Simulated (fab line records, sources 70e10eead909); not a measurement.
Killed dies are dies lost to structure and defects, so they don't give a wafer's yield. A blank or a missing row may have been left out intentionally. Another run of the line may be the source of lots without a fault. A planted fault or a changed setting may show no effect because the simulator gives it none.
Matching of chambers -- flow nandHarc -- NHARC_A_M0_DEP_32 on pecvd-02: 3 sister chambers
The step deposits SiCN, target thk 30 nm. 6 wafers are shown with their chamber, then 7 later ones without.

== EACH WAFER AND ITS CHAMBER ==
wafer,chamber,showerheadVppV (V),heaterPowerW (W)
L625.3,1,1246,569
L625.5,2,1304,733
L632.5,1,1281,615
L632.6,0,1180,608
L638.1,2,1308,699
L638.5,0,1188,590

== WAFERS WHOSE CHAMBER IS MISSING ==
wafer,showerheadVppV (V),heaterPowerW (W)
L638.6,1257,649
L640.2,1308,670
L640.4,1334,680
L640.5,1263,557
L642.2,1186,705
L642.3,1277,606
L642.6,1325,637

== CHAMBER TAKEN BY EACH ==
wafer,from the rows above,in truth
L638.6,can't be placed: 1 or 2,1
L640.2,2,2
L640.4,2,2
L640.5,1,1
L642.2,0,0
L642.3,1,1
L642.6,can't be placed: 2 or 1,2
Placed correctly: 5 of 7. Can't be placed from these rows: 2 (the true chamber is among the candidates in 2). Placed wrongly: 0.
How it was worked out, from the rows above alone: a wafer's distance from a chamber is the root of the sum, over the readings, of the square of ((its reading less the chamber's mean) divided by the reading's scatter). The wafer belongs to the nearest chamber; if the next one is less than 2 further off, it can't be placed. The mean given for a chamber averages the wafers shown for that chamber. How the scatter is found: for the shown wafers, subtract from each reading the mean of its chamber, square and add these, divide the total by (wafers less chambers), then take the root.
